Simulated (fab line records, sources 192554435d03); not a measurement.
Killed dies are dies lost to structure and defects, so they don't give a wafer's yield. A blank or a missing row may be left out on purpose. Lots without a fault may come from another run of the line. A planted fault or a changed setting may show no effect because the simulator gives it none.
Chamber matching | flow n5_finfet | N5_BEOL_M1_ETCH_70 on rie_diel-02: 4 sister chambers
The step etches SOC in N2/H2, target depth 80 nm, overetch 16 nm, time 120 s. 4 wafers are shown with their chamber, then 9 later ones without.

WAFERS WITH THEIR CHAMBER
wafer  | chamber | drypump_motor_current_A (A)
L085.6 | 0       | 5.0
L090.4 | 3       | 6.0
L090.5 | 1       | 6.4
L090.6 | 2       | 5.6

WAFERS WITHOUT THEIR CHAMBER
wafer  | drypump_motor_current_A (A)
L092.3 | 6.4
L092.4 | 6.4
L092.5 | 5.6
L095.2 | 6.0
L095.3 | 5.6
L095.6 | 5.0
L097.1 | 6.5
L097.2 | 5.6
L097.4 | 5.0

WHICH CHAMBER EACH WENT THROUGH
wafer  | from the rows above | in truth
L092.3 | 1                   | 1
L092.4 | 1                   | 1
L092.5 | 2                   | 2
L095.2 | 3                   | 3
L095.3 | 2                   | 2
L095.6 | 0                   | 0
L097.1 | 1                   | 1
L097.2 | 2                   | 2
L097.4 | 0                   | 0
Placed correctly: 9 of 9. Can't be placed from these rows: 0. Placed wrongly: 0.
How it was worked out, from the rows above alone: a wafer's distance from a chamber is the root of the sum, over the readings, of the square of ((its reading less the chamber's mean) divided by the reading's scatter). The wafer belongs to the nearest chamber; if the next one is less than 2 further off, it can't be placed. A chamber's mean is the mean of its shown wafers. The scatter: with one shown wafer a chamber, the root of the mean of the squares of how far each hidden wafer lies from its nearest shown one.
